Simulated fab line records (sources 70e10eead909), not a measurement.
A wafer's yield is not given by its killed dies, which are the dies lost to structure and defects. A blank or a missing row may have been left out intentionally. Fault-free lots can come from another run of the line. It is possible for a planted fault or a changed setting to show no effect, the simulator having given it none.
fab line records + flow nandHarc
record:
- lots: 12
- wafers: 36
- lastDay: 33
route steps=1302 shown P_M0@276 THIN_TSV@1246 END@1302
lots with no fault: from the same line, run without faults
startH: hours from the record's first day to the start of the lot's first wafer shown + waitH: hours elapsed since this lot's preceding step + " unchanged from the row above + L1.1+2: a row that stands for several wafers + - no value, or no start was given + * or withheld: withheld + < > ~ a bound
route shown NAME@n: NAME is a module with steps in the file, n the number in the route of the first one + usual: average and standard deviation across the fault-free wafers + same: alike in all rows + chamber/n: place in a boat + sites: readings site by site + _std_site: the values' standard deviation + _edge_site: mean of outer sites minus mean of inner sites + radiusMm: for every site, how far away it sits from the centre of the wafer + mask NAME#n: copy n + behind: the most recent tool/chamber to have shaped the wafer + hold: what put the lot on hold/how long, in hours/how the hold closed + device: which transistor (n, p or np) failed to switch + end of line: the same wafers' tests at the end of the route + a step given without rows: its recipe and nothing more + killed: not the wafer's yield, but the dies lost to structure and defects at the first sort + map: dies across one wafer; x = killed, . = not, _ = none there
set.NAME: the run value of the setting; set.NAME@STEP: its run value at that earlier step + model.NAME: the simulator's own value behind a step, which no gauge read
steps of the route over a sample of lots; a table a step, a row a wafer
services: a tool's chamber out of use, with start hour (startH, from the record's first day; less than 0 if before it), hours out, and reason
== steps ==
step: NHARC_P_M0_ECD_22
recipe:
- targetThkA: 4000
- bathTempC: 25
- material: Cu
| lot.wafer  | tool     | chamber | startH | waitH |
|------------|----------|---------|--------|-------|
| L684.2+3+6 | ecdCu-02 | 1,1,0   | 127.48 | -     |
| L685.1+3+6 | ecdCu-02 | 0,1,0   | 134.40 | -     |
| L686.3+6+5 | ecdCu-02 | 0,1,0   | 144.59 | -     |
| L687.1+3+5 | ecdCu-01 | 0       | 157.50 | -     |
| L688.1+2+5 | ecdCu-02 | 1,0,1   | 165.08 | -     |
| L689.1+3+4 | ecdCu-02 | 1,1,0   | 177.89 | -     |
| L690.1+3+5 | ecdCu-01 | 1       | 183.73 | -     |
| L693.4+6+5 | ecdCu-01 | 0,0,1   | 215.21 | -     |
| L697.1+6+5 | ecdCu-02 | 1,1,0   | 265.63 | -     |
| L699.3+5+6 | ecdCu-02 | 0,0,1   | 287.12 | -     |
| L702.2+6+5 | ecdCu-01 | 1,1,0   | 313.25 | -     |
| L707.1+2+3 | ecdCu-02 | 1,0,1   | 351.08 | -     |
step: NHARC_THIN_TSV_THK_MEAS_02
recipe:
- thkMeasGauge: ir
usual:
- thkNm: 3014/220
| lot.wafer | tool         | chamber | startH | waitH | thkNm |
|-----------|--------------|---------|--------|-------|-------|
| L685.1    | filmMetro-02 | -       | 553.44 | -     | 2886  |
| L685.3    | "            | -       | "      | "     | 2821  |
| L685.6    | "            | -       | "      | "     | 2890  |
| L684.2    | filmMetro-01 | -       | 554.64 | 0.2   | 3241  |
| L684.3    | "            | -       | "      | "     | 3409  |
| L684.6    | "            | -       | "      | "     | 3143  |
| L686.3    | filmMetro-01 | -       | 571.39 | -     | 2984  |
| L686.5    | "            | -       | "      | "     | 2811  |
| L686.6    | "            | -       | "      | "     | 2973  |
| L687.1    | filmMetro-01 | -       | 572.59 | -     | 2890  |
| L687.3    | "            | -       | "      | "     | 3150  |
| L687.5    | "            | -       | "      | "     | 2792  |
| L688.1    | filmMetro-02 | -       | 591.73 | 0.2   | 2885  |
| L688.2    | "            | -       | "      | "     | 2904  |
| L688.5    | "            | -       | "      | "     | 3117  |
| L690.1    | filmMetro-02 | -       | 602.88 | -     | 3178  |
| L690.3    | "            | -       | "      | "     | 2815  |
| L690.5    | "            | -       | "      | "     | 2619  |
| L689.1    | filmMetro-02 | -       | 611.19 | -     | 3130  |
| L689.3    | "            | -       | "      | "     | 3324  |
| L689.4    | "            | -       | "      | "     | 3429  |
| L693.4    | filmMetro-01 | -       | 645.20 | -     | 3082  |
| L693.5    | "            | -       | "      | "     | 3486  |
| L693.6    | "            | -       | "      | "     | 3156  |
| L699.3    | filmMetro-02 | -       | 697.19 | -     | 2659  |
| L699.5    | "            | -       | "      | "     | 2663  |
| L699.6    | "            | -       | "      | "     | 3036  |
| L697.1    | filmMetro-02 | -       | 698.39 | 0.2   | 2824  |
| L697.5    | "            | -       | "      | "     | 3007  |
| L697.6    | "            | -       | "      | "     | 2928  |
| L702.2    | filmMetro-02 | -       | 745.50 | 0.2   | 2795  |
| L702.5    | "            | -       | "      | "     | 3130  |
| L702.6    | "            | -       | "      | "     | 3244  |
| L707.1    | filmMetro-02 | -       | 777.08 | -     | 3306  |
| L707.2    | "            | -       | "      | "     | 2654  |
| L707.3    | "            | -       | "      | "     | 3227  |
step: NHARC_THIN_TSV_DEGAS_53
recipe:
- tempC: 300
- timeS: 60
usual:
- heaterPowerW: 476/33
| lot.wafer | tool          | chamber | startH | waitH | heaterPowerW |
|-----------|---------------|---------|--------|-------|--------------|
| L685.1    | pvdSputter-02 | -       | 559.59 | 0.1   | 489          |
| L685.3    | "             | -       | "      | "     | 478          |
| L685.6    | "             | -       | "      | "     | 484          |
| L684.2    | pvdSputter-03 | -       | 560.45 | 0.1   | 441          |
| L684.3    | "             | -       | "      | "     | 507          |
| L684.6    | "             | -       | "      | "     | 457          |
| L686.3    | pvdSputter-01 | -       | 577.33 | 0.1   | 459          |
| L686.5    | "             | -       | "      | "     | 439          |
| L686.6    | "             | -       | "      | "     | 462          |
| L687.1    | pvdSputter-01 | -       | 578.47 | 0.1   | 475          |
| L687.3    | "             | -       | "      | "     | 448          |
| L687.5    | "             | -       | "      | "     | 455          |
| L688.1    | pvdSputter-02 | -       | 597.86 | 0.1   | 484          |
| L688.2    | "             | -       | "      | "     | 504          |
| L688.5    | "             | -       | "      | "     | 495          |
| L690.3    | pvdSputter-01 | -       | 608.57 | 0.1   | 504          |
| L690.1    | "             | -       | "      | "     | 433          |
| L690.5    | "             | -       | "      | "     | 471          |
| L689.3    | pvdSputter-02 | -       | 617.01 | 0.1   | 503          |
| L689.1    | "             | -       | "      | "     | 487          |
| L689.4    | "             | -       | "      | "     | 474          |
| L693.4    | pvdSputter-01 | -       | 651.04 | 0.1   | 459          |
| L693.5    | "             | -       | "      | "     | 439          |
| L693.6    | "             | -       | "      | "     | 462          |
| L699.3    | pvdSputter-01 | -       | 703.58 | 0.1   | 481          |
| L699.6    | "             | -       | "      | "     | 445          |
| L699.5    | "             | -       | "      | "     | 471          |
| L697.1    | pvdSputter-01 | -       | 704.36 | 0.1   | 466          |
| L697.5    | "             | -       | "      | "     | 430          |
| L697.6    | "             | -       | "      | "     | 454          |
| L702.2    | pvdSputter-02 | -       | 751.30 | 0.1   | 545          |
| L702.6    | "             | -       | "      | "     | 548          |
| L702.5    | "             | -       | "      | "     | 516          |
| L707.1    | pvdSputter-01 | -       | 783.23 | 0.1   | 445          |
| L707.2    | "             | -       | "      | "     | 442          |
| L707.3    | "             | -       | "      | "     | 496          |
step: NHARC_THIN_TSV_ETCH_36
recipe:
- targetDepthA: 650
- overEtchFrac: 0.3
- timeS: 18.571
- ionEnergyEv: 150
- chemistry: Cl2/BCl3
usual:
- drypumpMotorCurrentA: 5.4/0.51
- oesProductAu: 0.999/0.0082
same:
- overEtchFrac: 0.3
| lot.wafer | tool        | chamber | startH | waitH | drypumpMotorCurrentA | oesProductAu | rfHoursCounterH |
|-----------|-------------|---------|--------|-------|----------------------|--------------|-----------------|
| L685.1    | rieMetal-03 | 0       | 561.16 | 0.2   | 5.4                  | 1.001        | 0.8             |
| L685.3    | "           | 1       | "      | "     | 6.2                  | 0.990        | -               |
| L685.6    | "           | 0       | "      | "     | 5.3                  | 1.005        | -               |
| L684.2    | rieMetal-01 | 1       | 561.99 | 0.2   | 5.9                  | 0.985        | 2.5             |
| L684.3    | "           | 0       | "      | "     | 5.0                  | 0.976        | -               |
| L684.6    | "           | 0       | "      | "     | 5.0                  | 0.989        | -               |
| L686.3    | rieMetal-03 | 1       | 579.05 | 0.2   | 6.1                  | 1.002        | -               |
| L686.6    | "           | 0       | "      | "     | 5.4                  | 0.985        | -               |
| L686.5    | "           | 1       | "      | "     | 6.1                  | 1.000        | -               |
| L687.1    | rieMetal-03 | 1       | 580.16 | 0.2   | 6.1                  | 1.008        | 1.7             |
| L687.3    | "           | 0       | "      | "     | 5.3                  | 0.986        | -               |
| L687.5    | "           | 1       | "      | "     | 6.1                  | 1.001        | -               |
| L688.1    | rieMetal-01 | 0       | 599.53 | 0.2   | 5.0                  | 1.000        | 0.2             |
| L688.2    | "           | 1       | "      | "     | 5.9                  | 0.995        | 0.2             |
| L688.5    | "           | 0       | "      | "     | 5.0                  | 1.011        | -               |
| L690.1    | rieMetal-03 | 1       | 610.26 | 0.2   | 6.1                  | 0.994        | 2.0             |
| L690.3    | "           | 0       | "      | "     | 5.3                  | 0.984        | -               |
| L690.5    | "           | 0       | "      | "     | 5.3                  | 0.990        | -               |
| L689.1    | rieMetal-02 | 1       | 618.72 | 0.2   | 4.8                  | 0.995        | 3.1             |
| L689.4    | "           | 0       | "      | "     | 4.7                  | 0.994        | -               |
| L689.3    | "           | 1       | "      | "     | 4.8                  | 0.985        | -               |
| L693.4    | rieMetal-03 | 1       | 652.70 | 0.2   | 6.1                  | 0.993        | -               |
| L693.5    | "           | 0       | "      | "     | 5.3                  | 0.992        | -               |
| L693.6    | "           | 1       | "      | "     | 6.1                  | 0.991        | -               |
| L699.3    | rieMetal-01 | 0       | 705.13 | 0.2   | 5.0                  | 0.993        | -               |
| L699.6    | "           | 0       | "      | "     | 5.0                  | 0.998        | -               |
| L699.5    | "           | 1       | "      | "     | 5.9                  | 0.991        | -               |
| L697.1    | rieMetal-02 | 0       | 706.03 | 0.2   | 4.7                  | 1.005        | 1.0             |
| L697.6    | "           | 0       | "      | "     | 4.7                  | 1.016        | -               |
| L697.5    | "           | 1       | "      | "     | 4.8                  | 1.003        | -               |
| L702.2    | rieMetal-03 | 1       | 752.86 | 0.2   | 6.1                  | 0.996        | 1.0             |
| L702.6    | "           | 1       | "      | "     | 6.2                  | 0.996        | -               |
| L702.5    | "           | 0       | "      | "     | 5.3                  | 0.991        | -               |
| L707.2    | rieMetal-01 | 0       | 784.79 | 0.2   | 5.0                  | 1.001        | 0.8             |
| L707.1    | "           | 1       | "      | "     | 5.9                  | 1.005        | 0.8             |
| L707.3    | "           | 0       | "      | "     | 5.0                  | 1.001        | -               |
step: NHARC_END_SORT_01
recipe:
- tempC: 25
usual:
- defectLimitedYield: 89.8/2.9
- killedAtArray: 65/19
- killedAtOther: 0.9/1.1
- killedAtPeriphery: 3.5/2.3
- killedDies: 69/19
- killedOpen: 3.2/1.8
- killedShort: 2.4/1.5
same:
- grossDies: 677
| lot.wafer | tool      | chamber | startH | waitH | defectLimitedYield[%] | killedAtArray | killedAtOther | killedAtPeriphery | killedDies | killedOpen | killedShort |
|-----------|-----------|---------|--------|-------|-----------------------|---------------|---------------|-------------------|------------|------------|-------------|
| L697.1    | prober-02 | 0       | 714.74 | 2.5   | 14.5                  | 31            | 0             | 548               | 579        | 2          | 1           |
| L697.5    | prober-02 | 0       | 717.98 | 3.7   | 92.5                  | 45            | 0             | 6                 | 51         | 2          | 4           |
| L697.6    | prober-02 | 0       | 718.79 | 4.1   | 12.7                  | 33            | 0             | 558               | 591        | 0          | 0           |
| L699.3    | prober-01 | 0       | 716.35 | 3.1   | 95.7                  | 25            | 0             | 4                 | 29         | 1          | 1           |
| L699.5    | prober-01 | 0       | 717.97 | 3.7   | 94.8                  | 34            | 0             | 1                 | 35         | 3          | 1           |
| L699.6    | prober-01 | 0       | 718.77 | 4.0   | 13.1                  | 17            | 0             | 571               | 588        | 1          | 6           |
killed by level:class
L697.1 P_M0:unspecified=546 A_CHANNEL_HOLE_D2:chamberFilmFlake=12 A_CONTACT:chamberFilmFlake=6 A_WL_FILL:chamberFilmFlake=3 A_CHANNEL_HOLE_D1:chamberFilmFlake=3 A_SGD_CUT:chamberFilmFlake=3 A_M0:geometricParticle:open=2 P_GATE:chamberFilmFlake=2
L699.3 A_CHANNEL_HOLE_D1:chamberFilmFlake=13 A_SLIT:chamberFilmFlake=5 A_CONTACT:chamberFilmFlake=4 P_GATE:chamberFilmFlake=3 A_ONON_D2:geometricParticle:short=1 A_CHANNEL_FILL_D2:geometricParticle:open=1 P_ZERO_WELL:chamberFilmFlake=1 A_WL_FILL:chamberFilmFlake=1
L699.5 A_CHANNEL_HOLE_D1:chamberFilmFlake=12 A_STAIRCASE:chamberFilmFlake=4 A_CONTACT:chamberFilmFlake=4 A_SLIT:chamberFilmFlake=3 A_CHANNEL_FILL_D2:geometricParticle:open=2 A_DECK1_JOINT:chamberFilmFlake=2 A_M1:chamberFilmFlake=2 A_ONON_D1:geometricParticle:open=1
L697.5 A_CHANNEL_HOLE_D2:chamberFilmFlake=19 A_CHANNEL_HOLE_D1:chamberFilmFlake=8 A_CONTACT:chamberFilmFlake=8 P_GATE:chamberFilmFlake=3 A_SGD_CUT:chamberFilmFlake=2 A_M1:chamberFilmFlake=2 P_GATE:geometricParticle:short=1 P_CONTACT:geometricParticle:open=1
L699.6 P_M0:unspecified=571 A_SLIT:chamberFilmFlake=3 A_CHANNEL_HOLE_D1:chamberFilmFlake=3 A_CONTACT:chamberFilmFlake=2 A_DECK1_JOINT:chamberFilmFlake=2 A_ONON_D1:geometricParticle:short=1 A_CHANNEL_FILL_D1:geometricParticle:short=1 A_ONON_D2:geometricParticle:short=1
L697.6 P_M0:unspecified=557 A_CHANNEL_HOLE_D1:chamberFilmFlake=7 A_CHANNEL_HOLE_D2:chamberFilmFlake=7 A_CONTACT:chamberFilmFlake=5 A_SGD_CUT:chamberFilmFlake=4 A_WL_FILL:chamberFilmFlake=4 A_SLIT:chamberFilmFlake=2 A_DECK1_JOINT:chamberFilmFlake=2
== services ==
| tool          | chamber | startH | hours | kind   |
|---------------|---------|--------|-------|--------|
| pvdSputter-02 | -       | 104.45 | 10.0  | pm     |
| ecdCu-01      | -       | 160.00 | 8.0   | pm     |
| rieMetal-03   | -       | 165.00 | 9.0   | pm     |
| rieMetal-01   | 1       | 211.63 | 1.2   | repair |
| rieMetal-01   | -       | 221.00 | 9.0   | pm     |
| pvdSputter-02 | -       | 225.95 | 10.9  | repair |
| pvdSputter-01 | -       | 226.08 | 10.0  | pm     |
| ecdCu-02      | -       | 244.13 | 8.0   | pm     |
| pvdSputter-02 | -       | 282.45 | 10.0  | pm     |
| rieMetal-01   | 1       | 288.13 | 6.8   | repair |
| ecdCu-01      | -       | 336.00 | 8.0   | pm     |
| rieMetal-03   | -       | 342.00 | 9.0   | pm     |
| ecdCu-02      | -       | 358.22 | 1.1   | repair |
| pvdSputter-01 | -       | 399.71 | 5.0   | repair |
| rieMetal-03   | -       | 419.90 | 3.8   | repair |
| ecdCu-02      | -       | 420.14 | 8.0   | pm     |
| rieMetal-03   | -       | 477.02 | 1.7   | repair |
| rieMetal-03   | -       | 519.00 | 9.0   | pm     |
| pvdSputter-01 | -       | 582.69 | 10.0  | pm     |
| ecdCu-02      | -       | 596.14 | 8.0   | pm     |
| rieMetal-03   | -       | 696.00 | 9.0   | pm     |
| pvdSputter-01 | -       | 756.42 | 1.1   | repair |
| pvdSputter-01 | -       | 760.69 | 10.0  | pm     |
| ecdCu-02      | -       | 772.14 | 8.0   | pm     |
== key ==
firstSign:
- step: NHARC_END_SORT_01
- reading: killedAtPeriphery
- direction: up
- sigmas: 99+
- usual: 3.5
- struck: 559
effect:
- step: NHARC_END_SORT_01
- reading: defectLimitedYield
- direction: down
- sigmas: 27
- usual: 89.8
- struck: 13.4
moreKillsBornAt:
- NHARC_P_M0_ECD_22@ecdCu-02: 1674
metAt NHARC_P_M0_ECD_22
struckLots L697,L699
struckWafers L697.1,L697.6,L699.6
notActingAt NHARC_THIN_TSV_THK_MEAS_02,NHARC_THIN_TSV_DEGAS_53,NHARC_THIN_TSV_ETCH_36
onsetBetween 177.89 265.63
fault:
- kind: chamberParticleSource
- tool: ecdCu-02
- chamber: 1
- onsetH: 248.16
- steps: NHARC_P_M0_ECD_22
- ratePerVisitCm2: 2.0431
- endH: 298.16
